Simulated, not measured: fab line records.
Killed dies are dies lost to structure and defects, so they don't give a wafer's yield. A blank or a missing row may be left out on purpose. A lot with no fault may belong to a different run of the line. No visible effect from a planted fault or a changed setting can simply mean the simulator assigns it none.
The same fault as seen by 2 desks | flow n5Finfet | every desk sees just its own numbers, and what lay behind them comes last

THE DEFECT DESK
Lot by lot, what the route's inspections counted, given as the mean of those sampled wafers with a number. Any lot whose mean is over 4 standard deviations away from the usual mean is out of limits and marked OUT; that distance is given in the brackets.
Columns: A = rawDefectCount at N5_SD_EPI_P_INSPECT_26, usual 176
lot  | first seen here | A
L366 | day 3 12:13     | 148
L369 | day 4 05:59     | 183
L370 | day 4 15:44     | 201
L371 | day 4 20:11     | 160
L373 | day 5 07:34     | 142
L376 | day 6 02:50     | 180
L383 | day 7 16:32     | 519 (+10) OUT
L387 | day 8 15:59     | 150
L388 | day 9 00:05     | 165
This desk's verdict: out of limits on L383, starting with L383 at day 7 16:32 (rawDefectCount at N5_SD_EPI_P_INSPECT_26). L366, L369, L370, L371, L373, L376, L387, L388 stayed within limits.

FROM THE METROLOGY DESK
What the gauges read for every lot (on any tool): the sampled wafers with a number, averaged. Any lot whose mean is over 4 standard deviations away from the usual mean is out of limits and marked OUT; that distance is given in the brackets. Of its 10 readings 7 are shown: those that lie furthest out on some lot.
Columns: A = DIBL_N at N5_BEOL_M4_RC_MEAS_101, usual 37.2 mV/V; B = DIBL_P at N5_BEOL_M4_RC_MEAS_101, usual 37.5 mV/V; C = IOFF_P at N5_BEOL_M4_RC_MEAS_101, usual 0.24 nA/um; D = ION_N at N5_BEOL_M4_RC_MEAS_101, usual 681 uA/um; E = ION_P at N5_BEOL_M4_RC_MEAS_101, usual 469 uA/um; F = SS_P at N5_BEOL_M4_RC_MEAS_101, usual 73.6 mV/dec; G = VT_P at N5_BEOL_M4_RC_MEAS_101, usual -248 mV
lot  | first seen here | A    | B    | C    | D   | E   | F    | G
L366 | day 7 19:19     | 36.5 | 35.0 | 0.25 | 677 | 469 | 73.1 | -245
L369 | day 8 15:36     | 38.5 | 39.6 | 0.23 | 685 | 464 | 73.3 | -252
L370 | day 8 21:31     | 38.3 | 38.2 | 0.28 | 681 | 476 | 74.0 | -244
L371 | day 9 13:37     | 36.9 | 37.0 | 0.30 | 686 | 480 | 74.2 | -243
L373 | day 9 15:11     | 37.2 | 35.6 | 0.20 | 674 | 463 | 73.5 | -252
L376 | day 10 18:56    | 37.9 | 37.7 | 0.24 | 684 | 467 | 74.3 | -249
L383 | day 12 05:27    | 35.5 | 37.0 | 0.21 | 661 | 457 | 73.5 | -251
L387 | day 13 03:29    | 36.7 | 37.6 | 0.23 | 688 | 473 | 73.6 | -248
L388 | day 13 07:25    | 36.1 | 36.3 | 0.23 | 684 | 468 | 73.4 | -249
Finding of this desk: none of the 9 lots has anything out of limits.

TAKEN TOGETHER
The defect desk could have raised an alarm at day 7 16:32, on L383.
The metrology desk saw nothing out of limits.
The metrology desk holds a record of L383, inside its limits.
On wetBench-06, each named lot ran N5_SD_EPI_P_PRECLEAN_24.

WHAT HAD BEEN PUT IN BY THE SIMULATOR
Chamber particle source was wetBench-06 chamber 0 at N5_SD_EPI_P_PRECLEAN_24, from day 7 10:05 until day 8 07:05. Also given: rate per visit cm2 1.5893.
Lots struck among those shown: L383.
Hours from the fault's start to each desk's first reading out of limits: the defect desk, 6.
